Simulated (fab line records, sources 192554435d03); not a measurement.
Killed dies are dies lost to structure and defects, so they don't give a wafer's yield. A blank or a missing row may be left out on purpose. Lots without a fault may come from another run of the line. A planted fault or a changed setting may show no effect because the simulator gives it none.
Which tool did it? | flow n5_finfet | 10 lots, 30 wafers sampled, at 1 step of a route of 1938

WHAT THE GAUGES READ, wafer by wafer
N5_BEOL_M4_RC_MEAS_101. Usual: DIBL_N 36.3 mV/V, standard deviation 1.7; DIBL_P 36.5 mV/V, standard deviation 1.8; IOFF_N 0.16 nA/um, standard deviation 0.033; IOFF_P 0.21 nA/um, standard deviation 0.037; ION_N 675 uA/um, standard deviation 11; ION_P 462 uA/um, standard deviation 7.9; SS_N 71.6 mV/dec, standard deviation 0.64; SS_P 73.3 mV/dec, standard deviation 0.68; VT_N 249 mV, standard deviation 3.3; VT_P -250 mV, standard deviation 3.3.
lot  | measured     | on        | DIBL_N (mV/V)  | DIBL_P (mV/V)  | IOFF_N (nA/um) | IOFF_P (nA/um) | ION_N (uA/um) | ION_P (uA/um) | SS_N (mV/dec)  | SS_P (mV/dec)  | VT_N (mV)   | VT_P (mV)      | flag
L675 | day 7 15:28  | prober-01 | 35.4 35.3 34.9 | 36.0 36.6 36.1 | 0.14 0.15 0.15 | 0.19 0.20 0.19 | 666 684 678   | 457 469 466   | 71.4 71.6 71.6 | 73.2 73.9 73.7 | 253 249 253 | -255 -252 -252 |
L676 | day 8 11:33  | prober-02 | 33.6 36.4 35.8 | 34.1 37.0 36.4 | 0.14 0.18 0.17 | 0.21 0.25 0.24 | 673 679 676   | 467 468 467   | 71.1 72.3 71.8 | 73.2 73.4 73.1 | 248 250 249 | -248 -249 -246 |
L679 | day 8 14:43  | prober-01 | 36.4 38.2 37.6 | 35.8 38.6 37.2 | 0.15 0.19 0.16 | 0.22 0.26 0.24 | 672 682 671   | 463 470 466   | 72.0 71.9 72.3 | 72.9 74.6 74.0 | 249 245 250 | -248 -246 -245 |
L683 | day 9 15:35  | prober-02 | 37.4 35.1 32.3 | 38.4 34.8 33.3 | 0.18 0.14 0.11 | 0.24 0.18 0.16 | 660 658 657   | 460 445 457   | 72.2 71.9 70.5 | 73.5 72.8 72.1 | 251 254 255 | -247 -251 -254 |
L688 | day 11 10:59 | prober-02 | 38.8 36.4 38.9 | 39.3 34.7 38.0 | 0.21 0.15 0.21 | 0.25 0.17 0.22 | 672 665 676   | 458 448 453   | 71.6 71.3 72.8 | 74.9 72.5 74.5 | 245 253 248 | -249 -253 -250 |
L692 | day 12 00:10 | prober-02 | 37.3 35.6 35.4 | 35.4 34.2 34.3 | 0.16 0.15 0.14 | 0.22 0.22 0.21 | 675 703 677   | 466 481 469   | 71.4 71.4 71.2 | 72.8 72.5 72.8 | 247 246 249 | -246 -244 -245 |
L694 | day 12 03:55 | prober-01 | 37.3 36.3 37.3 | 36.6 35.8 36.4 | 0.16 0.15 0.17 | 0.23 0.22 0.23 | 678 662 667   | 472 460 464   | 71.4 71.4 71.9 | 72.5 73.4 73.5 | 254 253 249 | -245 -248 -247 |
L696 | day 13 03:38 | prober-02 | 40.0 38.2 37.6 | 40.9 38.7 37.9 | 0.28 0.23 0.21 | 0.27 0.24 0.22 | 717 695 687   | 475 461 459   | 72.9 73.1 71.7 | 74.6 74.5 73.4 | 241 242 245 | -250 -249 -251 |
L698 | day 13 10:06 | prober-01 | 33.2 36.3 36.8 | 33.6 37.7 38.6 | 0.12 0.18 0.19 | 0.16 0.21 0.22 | 669 678 677   | 452 461 458   | 71.2 71.9 72.1 | 72.4 74.4 74.3 | 252 248 246 | -256 -250 -253 |
L697 | day 13 10:11 | prober-02 | 36.2 37.3 37.5 | 35.1 36.3 37.0 | 0.14 0.16 0.16 | 0.17 0.18 0.20 | 662 677 673   | 447 458 458   | 71.2 72.1 71.5 | 73.8 73.9 74.2 | 253 249 247 | -251 -254 -253 |

WHICH TOOL RAN EACH LOT (tool, then ch and the chambers of the sampled wafers, then the start)
The record holds no process step before these readings.

WHAT THE TOOLS THEMSELVES READ (means of the sampled wafers that have a number; where no wafer has one, the mark that the record gives instead)
The record holds no such reading with a usual standard deviation.

THE ANSWER, worked out from the rows above alone
Rule: a lot is off if the mean of its wafers that have a number lies more than 3 standard deviations from the usual mean. A lot without any number at a reading at which 4 lots or more have one is off too. The other lots that the step has rows for count as sound. The gauges are gone through in route order, then the tools' own readings, and for those a lot's mean is taken as printed above. The first step at which some lot is off is used, and at that step the reading that is off furthest; a lot without a number counts as furthest.
No lot is off at any reading shown: from this, nothing can be told.

WHAT THE SIMULATOR HAD PUT IN
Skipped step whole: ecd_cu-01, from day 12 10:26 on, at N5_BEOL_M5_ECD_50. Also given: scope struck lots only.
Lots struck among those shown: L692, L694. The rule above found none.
